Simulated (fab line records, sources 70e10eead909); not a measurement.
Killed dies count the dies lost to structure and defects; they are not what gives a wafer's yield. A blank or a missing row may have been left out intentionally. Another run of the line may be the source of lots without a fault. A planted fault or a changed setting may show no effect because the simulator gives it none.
Which tool is to blame? :: flow nandHarc :: 12 lots with 36 wafers sampled at 4 steps, on a route of 1302 steps

WHAT THE GAUGES READ, wafer by wafer
NHARC_P_GATE_CD_MEAS_33.
lot: L729
measured: day 5 06:16
on: cdSem-02
cdNm (nm): 119.1 118.9 120.8

lot: L730
measured: day 5 10:52
on: cdSem-01
cdNm (nm): 120.8 119.4 118.1

lot: L733
measured: day 7 01:20
on: cdSem-03
cdNm (nm): 121.7 121.4 120.6

lot: L734
measured: day 7 03:59
on: cdSem-03
cdNm (nm): 124.1 124.9 125.1

lot: L737
measured: day 8 14:41
on: cdSem-01
cdNm (nm): 121.4 120.6 121.7

lot: L742
measured: day 10 11:34
on: cdSem-02
cdNm (nm): 122.1 123.9 124.1

lot: L743
measured: day 11 02:58
on: cdSem-02
cdNm (nm): 119.2 118.9 117.0

lot: L748
measured: day 13 06:57
on: cdSem-03
cdNm (nm): 122.0 120.6 120.7

lot: L750
measured: day 13 17:34
on: cdSem-01
cdNm (nm): 120.0 117.4 118.0

lot: L749
measured: day 13 18:11
on: cdSem-02
cdNm (nm): 122.7 121.1 119.2

lot: L751
measured: day 14 04:04
on: cdSem-02
cdNm (nm): 119.5 119.6 116.0

lot: L752
measured: day 14 18:19
on: cdSem-03
cdNm (nm): 117.7 122.1 121.8

TOOL THAT RAN EACH LOT (tool first, then ch and the chambers of the sampled wafers, then the start)
lot: L729
NHARC_P_GATE_SOFTBAKE_21: lithoTrack-06 ch 0, day 5 05:00
NHARC_P_GATE_DESCUM_31: rieDiel-04 ch 0,2,3, day 5 05:28
NHARC_P_GATE_HM_OPEN_105: rieDiel-04 ch 1,3, day 5 06:16 or earlier

lot: L730
NHARC_P_GATE_SOFTBAKE_21: lithoTrack-01 ch 0, day 5 09:00
NHARC_P_GATE_DESCUM_31: rieDiel-04 ch 0,1, day 5 10:04
NHARC_P_GATE_HM_OPEN_105: rieDiel-04 ch 0,2,3, day 5 10:52 or earlier

lot: L733
NHARC_P_GATE_SOFTBAKE_21: lithoTrack-04 ch 0, day 6 23:00
NHARC_P_GATE_DESCUM_31: rieDiel-04 ch 1,2, day 7 00:04
NHARC_P_GATE_HM_OPEN_105: rieDiel-04 ch 0,3, day 7 01:20 or earlier

lot: L734
NHARC_P_GATE_SOFTBAKE_21: lithoTrack-04 ch 0, day 7 02:00
NHARC_P_GATE_DESCUM_31: rieDiel-04 ch 0,1,3, day 7 03:13
NHARC_P_GATE_HM_OPEN_105: rieDiel-04 ch 2,3, day 7 03:59 or earlier

lot: L737
NHARC_P_GATE_SOFTBAKE_21: lithoTrack-01 ch 0, day 8 13:00
NHARC_P_GATE_DESCUM_31: rieDiel-07 ch 0,1,2, day 8 13:55
NHARC_P_GATE_HM_OPEN_105: rieDiel-07 ch 0,2,3, day 8 14:41 or earlier

lot: L742
NHARC_P_GATE_SOFTBAKE_21: lithoTrack-01 ch 0, day 10 10:00
NHARC_P_GATE_DESCUM_31: rieDiel-07 ch 1,2, day 10 10:46
NHARC_P_GATE_HM_OPEN_105: rieDiel-07 ch 2,3, day 10 11:34 or earlier

lot: L743
NHARC_P_GATE_SOFTBAKE_21: lithoTrack-01 ch 0, day 11 01:00
NHARC_P_GATE_DESCUM_31: rieDiel-07 ch 0,1,2, day 11 02:11
NHARC_P_GATE_HM_OPEN_105: rieDiel-07 ch 0,1,2, day 11 02:58 or earlier

lot: L748
NHARC_P_GATE_SOFTBAKE_21: lithoTrack-04 ch 0, day 13 05:00
NHARC_P_GATE_DESCUM_31: rieDiel-09 ch 0,1, day 13 06:10
NHARC_P_GATE_HM_OPEN_105: rieDiel-09 ch 0,2,3, day 13 06:57 or earlier

lot: L750
NHARC_P_GATE_SOFTBAKE_21: lithoTrack-06 ch 0, day 13 16:00
NHARC_P_GATE_DESCUM_31: rieDiel-07 ch 0,2,3, day 13 16:44
NHARC_P_GATE_HM_OPEN_105: rieDiel-07 ch 1,2,3, day 13 17:34 or earlier

lot: L749
NHARC_P_GATE_SOFTBAKE_21: lithoTrack-01 ch 0, day 13 16:00
NHARC_P_GATE_DESCUM_31: rieDiel-07 ch 0,2, day 13 17:22
NHARC_P_GATE_HM_OPEN_105: rieDiel-07 ch 0,1,2, day 13 18:11 or earlier

lot: L751
NHARC_P_GATE_SOFTBAKE_21: lithoTrack-01 ch 0, day 14 02:00
NHARC_P_GATE_DESCUM_31: rieDiel-07 ch 0,1, day 14 03:17
NHARC_P_GATE_HM_OPEN_105: rieDiel-07 ch 1,2,3, day 14 04:04 or earlier

lot: L752
NHARC_P_GATE_SOFTBAKE_21: lithoTrack-01 ch 0, day 14 17:00
NHARC_P_GATE_DESCUM_31: rieDiel-09 ch 0,1,3, day 14 17:31
NHARC_P_GATE_HM_OPEN_105: rieDiel-09 ch 1,2,3, day 14 18:19 or earlier
- NHARC_P_GATE_SOFTBAKE_21: time 55 s.
- NHARC_P_GATE_DESCUM_31: chemistry O2, time 3 s.
- NHARC_P_GATE_HM_OPEN_105: chemistry O2/COS, target depth 360 nm.

WHAT THE TOOLS THEMSELVES READ (means of the sampled wafers that have a number; where no wafer has one, the mark that the record gives instead)
NHARC_P_GATE_SOFTBAKE_21.
lot: L729
tool: lithoTrack-06
heaterPowerTotalW (W): 188.56

lot: L730
tool: lithoTrack-01
heaterPowerTotalW (W): 188.45

lot: L733
tool: lithoTrack-04
heaterPowerTotalW (W): 188.48

lot: L734
tool: lithoTrack-04
heaterPowerTotalW (W): 188.40

lot: L737
tool: lithoTrack-01
heaterPowerTotalW (W): 188.35

lot: L742
tool: lithoTrack-01
heaterPowerTotalW (W): 213.91

lot: L743
tool: lithoTrack-01
heaterPowerTotalW (W): 213.93

lot: L748
tool: lithoTrack-04
heaterPowerTotalW (W): 188.46

lot: L750
tool: lithoTrack-06
heaterPowerTotalW (W): 188.54

lot: L749
tool: lithoTrack-01
heaterPowerTotalW (W): 188.52

lot: L751
tool: lithoTrack-01
heaterPowerTotalW (W): 188.45

lot: L752
tool: lithoTrack-01
heaterPowerTotalW (W): 188.53

NHARC_P_GATE_DESCUM_31.
lot: L729
tool: rieDiel-04
drypumpMotorCurrentA (A): 5.6
oesProductAu (a.u.): 0.997
rfVppV (V): 57.6
showerheadPlenumPTorr (Torr): 1.94
throttleValvePct (%): 11.315

lot: L730
tool: rieDiel-04
drypumpMotorCurrentA (A): 5.8
oesProductAu (a.u.): 0.995
rfVppV (V): 57.6
showerheadPlenumPTorr (Torr): 1.96
throttleValvePct (%): 11.302

lot: L733
tool: rieDiel-04
drypumpMotorCurrentA (A): 5.7
oesProductAu (a.u.): 0.995
rfVppV (V): 57.6
showerheadPlenumPTorr (Torr): 1.97
throttleValvePct (%): 11.318

lot: L734
tool: rieDiel-04
drypumpMotorCurrentA (A): 5.7
oesProductAu (a.u.): 0.991
rfVppV (V): 58.4
showerheadPlenumPTorr (Torr): 1.96
throttleValvePct (%): 11.315

lot: L737
tool: rieDiel-07
drypumpMotorCurrentA (A): 5.4
oesProductAu (a.u.): 0.998
rfVppV (V): 58.3
showerheadPlenumPTorr (Torr): 1.93
throttleValvePct (%): 11.313

lot: L742
tool: rieDiel-07
drypumpMotorCurrentA (A): 5.2
oesProductAu (a.u.): 0.992
rfVppV (V): 58.0
showerheadPlenumPTorr (Torr): 1.93
throttleValvePct (%): 11.317

lot: L743
tool: rieDiel-07
drypumpMotorCurrentA (A): 5.4
oesProductAu (a.u.): 0.994
rfVppV (V): 57.9
showerheadPlenumPTorr (Torr): 1.93
throttleValvePct (%): 11.313

lot: L748
tool: rieDiel-09
drypumpMotorCurrentA (A): 5.8
oesProductAu (a.u.): 0.998
rfVppV (V): 57.2
showerheadPlenumPTorr (Torr): 1.82
throttleValvePct (%): 11.312

lot: L750
tool: rieDiel-07
drypumpMotorCurrentA (A): 5.3
oesProductAu (a.u.): 1.000
rfVppV (V): 57.3
showerheadPlenumPTorr (Torr): 1.98
throttleValvePct (%): 11.307

lot: L749
tool: rieDiel-07
drypumpMotorCurrentA (A): 5.3
oesProductAu (a.u.): 0.992
rfVppV (V): 57.9
showerheadPlenumPTorr (Torr): 1.98
throttleValvePct (%): 11.305

lot: L751
tool: rieDiel-07
drypumpMotorCurrentA (A): 5.5
oesProductAu (a.u.): 1.003
rfVppV (V): 58.1
showerheadPlenumPTorr (Torr): 1.92
throttleValvePct (%): 11.314

lot: L752
tool: rieDiel-09
drypumpMotorCurrentA (A): 6.0
oesProductAu (a.u.): 1.003
rfVppV (V): 57.8
showerheadPlenumPTorr (Torr): 1.81
throttleValvePct (%): 11.326

NHARC_P_GATE_HM_OPEN_105.
lot: L729
tool: rieDiel-04
drypumpMotorCurrentA (A): 5.6
oesProductAu (a.u.): 0.994
rfVppV (V): 469.2
showerheadPlenumPTorr (Torr): 3.23
throttleValvePct (%): 28.328

lot: L730
tool: rieDiel-04
drypumpMotorCurrentA (A): 5.6
oesProductAu (a.u.): 0.994
rfVppV (V): 468.0
showerheadPlenumPTorr (Torr): 3.15
throttleValvePct (%): 28.331

lot: L733
tool: rieDiel-04
drypumpMotorCurrentA (A): 5.6
oesProductAu (a.u.): 0.988
rfVppV (V): 468.2
showerheadPlenumPTorr (Torr): 3.18
throttleValvePct (%): 28.335

lot: L734
tool: rieDiel-04
drypumpMotorCurrentA (A): 5.5
oesProductAu (a.u.): 0.990
rfVppV (V): 468.2
showerheadPlenumPTorr (Torr): 3.19
throttleValvePct (%): 28.326

lot: L737
tool: rieDiel-07
drypumpMotorCurrentA (A): 5.3
oesProductAu (a.u.): 0.988
rfVppV (V): 468.9
showerheadPlenumPTorr (Torr): 3.23
throttleValvePct (%): 28.331

lot: L742
tool: rieDiel-07
drypumpMotorCurrentA (A): 5.1
oesProductAu (a.u.): 0.988
rfVppV (V): 469.6
showerheadPlenumPTorr (Torr): 3.24
throttleValvePct (%): 28.325

lot: L743
tool: rieDiel-07
drypumpMotorCurrentA (A): 5.4
oesProductAu (a.u.): 0.989
rfVppV (V): 467.4
showerheadPlenumPTorr (Torr): 3.15
throttleValvePct (%): 28.328

lot: L748
tool: rieDiel-09
drypumpMotorCurrentA (A): 6.0
oesProductAu (a.u.): 1.014
rfVppV (V): 462.5
showerheadPlenumPTorr (Torr): 2.94
throttleValvePct (%): 28.333

lot: L750
tool: rieDiel-07
drypumpMotorCurrentA (A): 5.2
oesProductAu (a.u.): 0.996
rfVppV (V): 467.7
showerheadPlenumPTorr (Torr): 3.15
throttleValvePct (%): 28.339

lot: L749
tool: rieDiel-07
drypumpMotorCurrentA (A): 5.4
oesProductAu (a.u.): 0.999
rfVppV (V): 467.9
showerheadPlenumPTorr (Torr): 3.14
throttleValvePct (%): 28.338

lot: L751
tool: rieDiel-07
drypumpMotorCurrentA (A): 5.2
oesProductAu (a.u.): 1.000
rfVppV (V): 467.2
showerheadPlenumPTorr (Torr): 3.15
throttleValvePct (%): 28.331

lot: L752
tool: rieDiel-09
drypumpMotorCurrentA (A): 6.0
oesProductAu (a.u.): 1.003
rfVppV (V): 464.1
showerheadPlenumPTorr (Torr): 2.97
throttleValvePct (%): 28.331

THE ANSWER, worked out from the rows above alone
Rule: usual is defined by the lots themselves. Put in order of their means at a reading, lots are off if they are a third of the lots or fewer, leave a main group of 4 or more, and stand apart from it by a gap of 3 or more times the standard deviation of the main group's means; of several such gaps the widest counts. Not used: any main group whose means are identical at the precision the tables above print for the reading. A lot without any number at a reading at which 4 lots or more have one is off too. Any other lot the step has rows for is counted as sound. After the gauges, taken in route order, come the tools' own readings; for these a lot's mean is taken, as printed above. At the first step where some lot is off, the reading lying furthest off is the one used; lots without a number count as furthest.
Off at NHARC_P_GATE_SOFTBAKE_21 (heaterPowerTotalW): L742, L743. Main group: mean 188.47 W, sd 0.063.
If a tool, at that step or one of the process steps before it, ran each lot that is off and ran no sound lot following the first of them, it fits. No candidate that was tried fits.

WHAT WAS PUT IN BY THE SIMULATOR
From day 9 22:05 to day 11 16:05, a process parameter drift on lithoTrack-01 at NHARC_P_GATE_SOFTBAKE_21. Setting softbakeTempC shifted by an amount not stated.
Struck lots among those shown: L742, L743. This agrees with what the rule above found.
